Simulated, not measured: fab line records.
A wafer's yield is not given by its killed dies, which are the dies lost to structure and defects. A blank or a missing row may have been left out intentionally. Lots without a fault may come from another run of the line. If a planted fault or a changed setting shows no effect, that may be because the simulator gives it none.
Matching of chambers + flow nand harc + NHARC_P_GATE_ETCH_32 on rie si-02: 4 sister chambers
The step etches the open film in HBr/Cl2, target depth 150 nm, time 100.1 s. 4 wafers are shown with their chamber, then 7 later ones without.

WAFERS, EACH WITH ITS CHAMBER
| wafer  | chamber | drypump motor current A (A) |
|--------|---------|-----------------------------|
| L083.2 | 1       | 4.8                         |
| L083.6 | 2       | 4.7                         |
| L085.2 | 0       | 5.4                         |
| L085.3 | 3       | 6.4                         |

WAFERS WITHOUT THEIR CHAMBER
| wafer  | drypump motor current A (A) |
|--------|-----------------------------|
| L085.6 | 4.8                         |
| L094.2 | 5.4                         |
| L094.3 | 4.9                         |
| L094.5 | 5.4                         |
| L096.2 | 5.4                         |
| L096.3 | 6.3                         |
| L096.5 | 4.8                         |

EACH ONE'S CHAMBER
| wafer  | from the rows above     | in truth |
|--------|-------------------------|----------|
| L085.6 | can't be placed: 1 or 2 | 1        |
| L094.2 | 0                       | 0        |
| L094.3 | can't be placed: 1 or 2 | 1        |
| L094.5 | 0                       | 0        |
| L096.2 | 0                       | 0        |
| L096.3 | 3                       | 3        |
| L096.5 | can't be placed: 1 or 2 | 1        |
Correctly placed: 4 of 7. From these rows, 3 cannot be placed; in 3 the true chamber is one of the candidates. 0 placed wrongly.
How it was worked out, from the rows above alone: a wafer's distance from a chamber is the root of the sum, over the readings, of the square of ((its reading less the chamber's mean) divided by the reading's scatter). If the next closest chamber is less than 2 further off than the closest, the wafer can't be placed; otherwise it belongs to the closest. The mean given for a chamber averages the wafers shown for that chamber. The scatter: root of mean squared gap, hidden wafer to nearest shown wafer, with one shown wafer a chamber.
